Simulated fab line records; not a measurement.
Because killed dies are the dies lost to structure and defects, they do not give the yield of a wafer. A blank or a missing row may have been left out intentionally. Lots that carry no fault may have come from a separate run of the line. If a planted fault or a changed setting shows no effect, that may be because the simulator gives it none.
The tool behind it: which one? / flow nandHarc / 12 lots, 36 wafers sampled, at 5 steps of a route of 1302

## WHAT THE GAUGES SHOWED, per wafer
NHARC_END_SORT_01.
lot=L574; measured=day 30 23:14; on=prober-02; killedAtArray=58 69 672; killedAtOther=0 1 0; killedAtPeriphery=2 4 5; killedDies=60 74 677; killedOpen=5 10 6; killedShort=4 3 5
lot=L578; measured=day 32 08:38; on=prober-01; killedAtArray=45 32 671; killedAtOther=1 0 0; killedAtPeriphery=3 1 6; killedDies=49 33 677; killedOpen=7 1 5; killedShort=3 4 1

## WHICH TOOL RAN EACH LOT (tool, then ch and the chambers of the sampled wafers, then the start)
lot=L564; NHARC_A_CHANNEL_FILL_D2_ALD_15=aldSinBatch-01 ch 0, day 18 08:53 or earlier; NHARC_A_CHANNEL_FILL_D2_CMP_10=cmp-04 ch 0,1,2, day 18 08:53; NHARC_A_CHANNEL_FILL_D2_RTA_24=rtpAnneal-01 ch 0, day 18 09:17; NHARC_A_STAIRCASE_ETCH_170=rieDiel-08 ch 0,1,2, day 18 10:45
lot=L565; NHARC_A_CHANNEL_FILL_D2_ALD_15=aldSinBatch-02 ch 0, day 18 15:23 or earlier; NHARC_A_CHANNEL_FILL_D2_CMP_10=cmp-03 ch 0,1,2, day 18 15:23; NHARC_A_CHANNEL_FILL_D2_RTA_24=rtpAnneal-02 ch 0, day 18 15:51; NHARC_A_STAIRCASE_ETCH_170=rieDiel-11 ch 0,2,3, day 18 17:17
lot=L566; NHARC_A_CHANNEL_FILL_D2_ALD_15=aldSinBatch-03 ch 0, day 19 06:38 or earlier; NHARC_A_CHANNEL_FILL_D2_CMP_10=cmp-03 ch 1,2,3, day 19 06:38; NHARC_A_CHANNEL_FILL_D2_RTA_24=rtpAnneal-02 ch 0, day 19 07:01; NHARC_A_STAIRCASE_ETCH_170=rieDiel-08 ch 0,1, day 19 08:21
lot=L567; NHARC_A_CHANNEL_FILL_D2_ALD_15=aldSinBatch-03 ch 0, day 19 15:47 or earlier; NHARC_A_CHANNEL_FILL_D2_CMP_10=cmp-04 ch 0,2,3, day 19 15:47; NHARC_A_CHANNEL_FILL_D2_RTA_24=rtpAnneal-01 ch 0, day 19 16:13; NHARC_A_STAIRCASE_ETCH_170=rieDiel-11 ch 0,1,3, day 19 17:37
lot=L568; NHARC_A_CHANNEL_FILL_D2_ALD_15=aldSinBatch-02 ch 0, day 20 04:26 or earlier; NHARC_A_CHANNEL_FILL_D2_CMP_10=cmp-03 ch 0,2,3, day 20 04:26; NHARC_A_CHANNEL_FILL_D2_RTA_24=rtpAnneal-02 ch 0, day 20 04:53; NHARC_A_STAIRCASE_ETCH_170=rieDiel-08 ch 1,2,3, day 20 07:17
lot=L570; NHARC_A_CHANNEL_FILL_D2_ALD_15=aldSinBatch-01 ch 0, day 20 16:02 or earlier; NHARC_A_CHANNEL_FILL_D2_CMP_10=cmp-04 ch 0,2,3, day 20 16:02; NHARC_A_CHANNEL_FILL_D2_RTA_24=rtpAnneal-01 ch 0, day 20 16:26; NHARC_A_STAIRCASE_ETCH_170=rieDiel-12 ch 0,2,3, day 20 17:51
lot=L571; NHARC_A_CHANNEL_FILL_D2_ALD_15=aldSinBatch-01 ch 0, day 21 11:10 or earlier; NHARC_A_CHANNEL_FILL_D2_CMP_10=cmp-04 ch 0,3, day 21 11:10; NHARC_A_CHANNEL_FILL_D2_RTA_24=rtpAnneal-01 ch 0, day 21 11:35; NHARC_A_STAIRCASE_ETCH_170=rieDiel-11 ch 1,2, day 21 13:02
lot=L572; NHARC_A_CHANNEL_FILL_D2_ALD_15=aldSinBatch-01 ch 0, day 21 14:59 or earlier; NHARC_A_CHANNEL_FILL_D2_CMP_10=cmp-04 ch 0,2,3, day 21 14:59; NHARC_A_CHANNEL_FILL_D2_RTA_24=rtpAnneal-02 ch 0, day 21 15:22; NHARC_A_STAIRCASE_ETCH_170=rieDiel-12 ch 2,3, day 21 16:43
lot=L574; NHARC_A_CHANNEL_FILL_D2_ALD_15=aldSinBatch-01 ch 0, day 21 14:59 or earlier; NHARC_A_CHANNEL_FILL_D2_CMP_10=cmp-03 ch 1,2,3, day 21 14:59; NHARC_A_CHANNEL_FILL_D2_RTA_24=rtpAnneal-01 ch 0, day 21 15:21; NHARC_A_STAIRCASE_ETCH_170=rieDiel-12 ch 0,2, day 21 16:54
lot=L576; NHARC_A_CHANNEL_FILL_D2_ALD_15=aldSinBatch-01 ch 0, day 23 03:56 or earlier; NHARC_A_CHANNEL_FILL_D2_CMP_10=cmp-02 ch 0,1,2, day 23 03:56; NHARC_A_CHANNEL_FILL_D2_RTA_24=rtpAnneal-02 ch 0, day 23 04:20; NHARC_A_STAIRCASE_ETCH_170=rieDiel-08 ch 0,1,2, day 23 05:49
lot=L578; NHARC_A_CHANNEL_FILL_D2_ALD_15=aldSinBatch-01 ch 0, day 23 12:35 or earlier; NHARC_A_CHANNEL_FILL_D2_CMP_10=cmp-04 ch 0,1,3, day 23 12:35; NHARC_A_CHANNEL_FILL_D2_RTA_24=rtpAnneal-01 ch 0, day 23 13:01; NHARC_A_STAIRCASE_ETCH_170=rieDiel-12 ch 0,1,2, day 23 14:31
lot=L581; NHARC_A_CHANNEL_FILL_D2_ALD_15=aldSinBatch-01 ch 0, day 24 23:22 or earlier; NHARC_A_CHANNEL_FILL_D2_CMP_10=cmp-02 ch 0,1,3, day 24 23:22; NHARC_A_CHANNEL_FILL_D2_RTA_24=rtpAnneal-01 ch 0, day 24 23:47; NHARC_A_STAIRCASE_ETCH_170=rieDiel-08 ch 1,2,3, day 25 01:14
- NHARC_A_CHANNEL_FILL_D2_ALD_15: deposits SiNx, target thk 2 nm, pulse time 60 s, ald cycles 19.
- NHARC_A_CHANNEL_FILL_D2_CMP_10: polishes, target thk 150 nm.
- NHARC_A_CHANNEL_FILL_D2_RTA_24: time 5 s.
- NHARC_A_STAIRCASE_ETCH_170: etches the open film in C4F6/O2, target depth 200 nm, time 66.667 s.

## WHAT THE TOOLS THEMSELVES READ (means of the sampled wafers that have a number; where no wafer has one, the mark that the record gives instead)
NHARC_A_CHANNEL_FILL_D2_ALD_15.
lot=L564 tool=aldSinBatch-01 precursorPulseHeightRel=0.986
lot=L565 tool=aldSinBatch-02 precursorPulseHeightRel=0.996
lot=L566 tool=aldSinBatch-03 precursorPulseHeightRel=0.988
lot=L567 tool=aldSinBatch-03 precursorPulseHeightRel=0.972
lot=L568 tool=aldSinBatch-02 precursorPulseHeightRel=1.003
lot=L570 tool=aldSinBatch-01 precursorPulseHeightRel=1.009
lot=L571 tool=aldSinBatch-01 precursorPulseHeightRel=0.999
lot=L572 tool=aldSinBatch-01 precursorPulseHeightRel=1.018
lot=L574 tool=aldSinBatch-01 precursorPulseHeightRel=1.014
lot=L576 tool=aldSinBatch-01 precursorPulseHeightRel=0.980
lot=L578 tool=aldSinBatch-01 precursorPulseHeightRel=1.002
lot=L581 tool=aldSinBatch-01 precursorPulseHeightRel=0.988

NHARC_A_CHANNEL_FILL_D2_CMP_10.
lot=L564; tool=cmp-04; motorCurrentA (A)=12.6; timeToEndpointS (s)=14.0
lot=L565; tool=cmp-03; motorCurrentA (A)=12.7; timeToEndpointS (s)=17.1
lot=L566; tool=cmp-03; motorCurrentA (A)=11.4; timeToEndpointS (s)=15.4
lot=L567; tool=cmp-04; motorCurrentA (A)=12.6; timeToEndpointS (s)=13.5
lot=L568; tool=cmp-03; motorCurrentA (A)=11.9; timeToEndpointS (s)=17.9
lot=L570; tool=cmp-04; motorCurrentA (A)=12.0; timeToEndpointS (s)=15.0
lot=L571; tool=cmp-04; motorCurrentA (A)=12.4; timeToEndpointS (s)=17.6
lot=L572; tool=cmp-04; motorCurrentA (A)=12.7; timeToEndpointS (s)=15.8
lot=L574; tool=cmp-03; motorCurrentA (A)=11.6; timeToEndpointS (s)=16.3
lot=L576; tool=cmp-02; motorCurrentA (A)=12.0; timeToEndpointS (s)=16.9
lot=L578; tool=cmp-04; motorCurrentA (A)=12.9; timeToEndpointS (s)=13.1
lot=L581; tool=cmp-02; motorCurrentA (A)=12.3; timeToEndpointS (s)=16.8

NHARC_A_CHANNEL_FILL_D2_RTA_24.
lot=L564; tool=rtpAnneal-01; lampPowerPct (%)=28.8; wafer_temp_C_max=1003.5
lot=L565; tool=rtpAnneal-02; lampPowerPct (%)=24.1; wafer_temp_C_max=1004.4
lot=L566; tool=rtpAnneal-02; lampPowerPct (%)=24.1; wafer_temp_C_max=1005.0
lot=L567; tool=rtpAnneal-01; lampPowerPct (%)=28.8; wafer_temp_C_max=1003.6
lot=L568; tool=rtpAnneal-02; lampPowerPct (%)=24.0; wafer_temp_C_max=1005.2
lot=L570; tool=rtpAnneal-01; lampPowerPct (%)=28.8; wafer_temp_C_max=1002.8
lot=L571; tool=rtpAnneal-01; lampPowerPct (%)=28.8; wafer_temp_C_max=1003.1
lot=L572; tool=rtpAnneal-02; lampPowerPct (%)=24.1; wafer_temp_C_max=1004.0
lot=L574; tool=rtpAnneal-01; lampPowerPct (%)=28.7; wafer_temp_C_max=1002.3
lot=L576; tool=rtpAnneal-02; lampPowerPct (%)=24.1; wafer_temp_C_max=1004.5
lot=L578; tool=rtpAnneal-01; lampPowerPct (%)=28.8; wafer_temp_C_max=1002.9
lot=L581; tool=rtpAnneal-01; lampPowerPct (%)=28.8; wafer_temp_C_max=1003.3

NHARC_A_STAIRCASE_ETCH_170.
lot=L564; tool=rieDiel-08; drypumpMotorCurrentA (A)=5.6; o2FlowSccm (sccm)=20.00; oesProductAu (a.u.)=0.981; rfVppV (V)=547; runLengthS (s)=87.9; showerheadPlenumPTorr (Torr)=3.93; throttleValvePct (%)=26.908
lot=L565; tool=rieDiel-11; drypumpMotorCurrentA (A)=5.8; o2FlowSccm (sccm)=19.97; oesProductAu (a.u.)=0.969; rfVppV (V)=543; runLengthS (s)=87.5; showerheadPlenumPTorr (Torr)=3.74; throttleValvePct (%)=26.902
lot=L566; tool=rieDiel-08; drypumpMotorCurrentA (A)=5.4; o2FlowSccm (sccm)=20.06; oesProductAu (a.u.)=0.985; rfVppV (V)=545; runLengthS (s)=87.7; showerheadPlenumPTorr (Torr)=3.84; throttleValvePct (%)=26.905
lot=L567; tool=rieDiel-11; drypumpMotorCurrentA (A)=5.5; o2FlowSccm (sccm)=20.03; oesProductAu (a.u.)=0.976; rfVppV (V)=546; runLengthS (s)=87.7; showerheadPlenumPTorr (Torr)=3.86; throttleValvePct (%)=26.894
lot=L568; tool=rieDiel-08; drypumpMotorCurrentA (A)=6.0; o2FlowSccm (sccm)=20.02; oesProductAu (a.u.)=0.979; rfVppV (V)=544; runLengthS (s)=87.8; showerheadPlenumPTorr (Torr)=3.76; throttleValvePct (%)=26.902
lot=L570; tool=rieDiel-12; drypumpMotorCurrentA (A)=6.1; o2FlowSccm (sccm)=20.04; oesProductAu (a.u.)=0.986; rfVppV (V)=545; runLengthS (s)=87.9; showerheadPlenumPTorr (Torr)=3.87; throttleValvePct (%)=26.897
lot=L571; tool=rieDiel-11; drypumpMotorCurrentA (A)=6.1; o2FlowSccm (sccm)=20.00; oesProductAu (a.u.)=0.939; rfVppV (V)=552; runLengthS (s)=87.8; showerheadPlenumPTorr (Torr)=4.15; throttleValvePct (%)=26.904
lot=L572; tool=rieDiel-12; drypumpMotorCurrentA (A)=6.3; o2FlowSccm (sccm)=19.94; oesProductAu (a.u.)=0.974; rfVppV (V)=545; runLengthS (s)=88.2; showerheadPlenumPTorr (Torr)=3.80; throttleValvePct (%)=26.901
lot=L574; tool=rieDiel-12; drypumpMotorCurrentA (A)=5.9; o2FlowSccm (sccm)=20.05; oesProductAu (a.u.)=0.954; rfVppV (V)=547; runLengthS (s)=84.6; showerheadPlenumPTorr (Torr)=3.94; throttleValvePct (%)=26.899
lot=L576; tool=rieDiel-08; drypumpMotorCurrentA (A)=5.6; o2FlowSccm (sccm)=19.95; oesProductAu (a.u.)=0.981; rfVppV (V)=548; runLengthS (s)=87.9; showerheadPlenumPTorr (Torr)=3.90; throttleValvePct (%)=26.891
lot=L578; tool=rieDiel-12; drypumpMotorCurrentA (A)=5.8; o2FlowSccm (sccm)=20.04; oesProductAu (a.u.)=0.979; rfVppV (V)=547; runLengthS (s)=84.4; showerheadPlenumPTorr (Torr)=3.97; throttleValvePct (%)=26.898
lot=L581; tool=rieDiel-08; drypumpMotorCurrentA (A)=6.0; o2FlowSccm (sccm)=20.06; oesProductAu (a.u.)=0.973; rfVppV (V)=547; runLengthS (s)=87.5; showerheadPlenumPTorr (Torr)=3.93; throttleValvePct (%)=26.902

## THE ANSWER, worked out from the rows above alone
Rule: what is usual is taken from the lots themselves. The widest of any qualifying gaps counts: lots, ordered by their means at a reading, are off when they make up no more than a third of the lots, leave a main group of 4 or more, and stand apart from it by 3 or more times the standard deviation of that group's means. If all means in a main group match to the digits the tables above print for the reading, that group is not used. A lot without any number at a reading at which 4 lots or more have one is off too. Any other lot the step has rows for is counted as sound. Order of review: gauges by route order, followed by the tools' own readings, for which a lot's mean as printed above is used. At the first step where some lot is off, the reading lying furthest off is the one used; lots without a number count as furthest.
Off: L574, L578, at NHARC_A_STAIRCASE_ETCH_170 (runLengthS). For the main group the mean is 87.8 s and the standard deviation 0.2.
If a tool, at that step or one of the process steps before it, ran each lot that is off and ran no sound lot following the first of them, it fits. NHARC_A_CHANNEL_FILL_D2_ALD_15: start missing for some lots; hours and lot order therefore follow NHARC_A_CHANNEL_FILL_D2_CMP_10. One fits: rieDiel-12 at NHARC_A_STAIRCASE_ETCH_170. A fault onset in the window from L572 (day 21 16:43, its last sound lot) to L574 (day 21 16:54, its first lot off) fits.
On the lots that are off, the tool's own readings at NHARC_A_STAIRCASE_ETCH_170 differ by more than 5 times the standard deviation of the sound lots' means, which bears it out; runLengthS reads 84.5 s there versus 87.8 s on the sound lots.

## WHAT THE SIMULATOR PUT IN
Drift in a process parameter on rieDiel-12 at NHARC_A_STAIRCASE_ETCH_170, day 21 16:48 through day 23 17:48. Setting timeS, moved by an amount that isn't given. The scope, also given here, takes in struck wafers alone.
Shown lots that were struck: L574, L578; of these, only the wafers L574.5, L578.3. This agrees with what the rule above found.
